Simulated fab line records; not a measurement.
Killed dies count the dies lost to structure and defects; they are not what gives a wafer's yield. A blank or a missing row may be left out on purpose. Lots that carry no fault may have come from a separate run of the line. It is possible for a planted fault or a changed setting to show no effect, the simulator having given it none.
Chamber matching ; flow nand harc ; pecvd-04 running NHARC_A_BONDPAD_DEP_00: 3 sister chambers
The step deposits SiCN, target thk 250 nm. 3 wafers are shown with their chamber, then 8 later ones without.

## WAFERS PAIRED WITH THEIR CHAMBERS
wafer;chamber;heater power w (W)
L089.1;2;443
L089.2;1;577
L089.3;0;494

## WAFERS MISSING THEIR CHAMBER
wafer;heater power w (W)
L089.5;459
L089.6;463
L095.1;477
L095.2;512
L095.4;525
L094.2;591
L094.4;575
L094.5;539

## WHICH CHAMBER EACH WENT THROUGH
wafer;from the rows above;in truth
L089.5;can't be placed: 2 or 0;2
L089.6;can't be placed: 2 or 0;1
L095.1;can't be placed: 0 or 2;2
L095.2;0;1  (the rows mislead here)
L095.4;can't be placed: 0 or 1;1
L094.2;1;1
L094.4;1;1
L094.5;can't be placed: 1 or 0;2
Correctly placed: 2 of 8. Cannot be placed on the basis of these rows: 5; the candidates contain the true chamber in 3. Wrongly placed: 1.
How it was worked out, from the rows above alone: a wafer's distance from a chamber is the root of the sum, over the readings, of the square of ((its reading less the chamber's mean) divided by the reading's scatter). The wafer belongs to the nearest chamber; if the next one is less than 2 further off, it can't be placed. Each chamber's mean is taken over the wafers shown for it. The scatter (one wafer shown for each chamber): square how far every hidden wafer sits from the nearest shown wafer, average those squares and take the square root.
